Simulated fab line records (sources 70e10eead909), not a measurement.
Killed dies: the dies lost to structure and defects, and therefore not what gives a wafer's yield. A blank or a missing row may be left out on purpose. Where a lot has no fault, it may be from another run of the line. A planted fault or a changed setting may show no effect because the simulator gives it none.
Chamber matching / flow nand harc / NHARC_A_STAIRCASE_DEP_259 on pecvd-02: 3 sister chambers
The step deposits SiON, target thk 30 nm. 3 wafers are shown with their chamber, then 7 later ones without.

== WAFERS, EACH WITH ITS CHAMBER ==
wafer=L085.1; chamber=0; heater power w (W)=774
wafer=L086.1; chamber=1; heater power w (W)=726
wafer=L086.2; chamber=2; heater power w (W)=686

== WAFERS WITH NO CHAMBER GIVEN ==
wafer=L086.4; heater power w (W)=714
wafer=L093.2; heater power w (W)=708
wafer=L093.3; heater power w (W)=785
wafer=L093.6; heater power w (W)=904
wafer=L095.2; heater power w (W)=888
wafer=L095.3; heater power w (W)=709
wafer=L095.5; heater power w (W)=726

== WHICH CHAMBER EACH WENT THROUGH ==
wafer=L086.4; from the rows above=can't be placed: 1 or 2 or 0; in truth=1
wafer=L093.2; from the rows above=can't be placed: 1 or 2 or 0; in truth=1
wafer=L093.3; from the rows above=can't be placed: 0 or 1 or 2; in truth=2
wafer=L093.6; from the rows above=can't be placed: 0 or 1 or 2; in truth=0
wafer=L095.2; from the rows above=can't be placed: 0 or 1 or 2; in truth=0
wafer=L095.3; from the rows above=can't be placed: 1 or 2 or 0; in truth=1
wafer=L095.5; from the rows above=can't be placed: 1 or 2 or 0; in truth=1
Correct placement for 0 of the 7. These rows do not allow placing 7 (true chamber among the candidates in 7). 0 placed wrongly.
How it was worked out, from the rows above alone: a wafer's distance from a chamber is the root of the sum, over the readings, of the square of ((its reading less the chamber's mean) divided by the reading's scatter). The wafer belongs to the nearest chamber; if the next one is less than 2 further off, it can't be placed. A chamber's mean is the mean of its shown wafers. The scatter (one wafer shown for each chamber): square how far every hidden wafer sits from the nearest shown wafer, average those squares and take the square root.
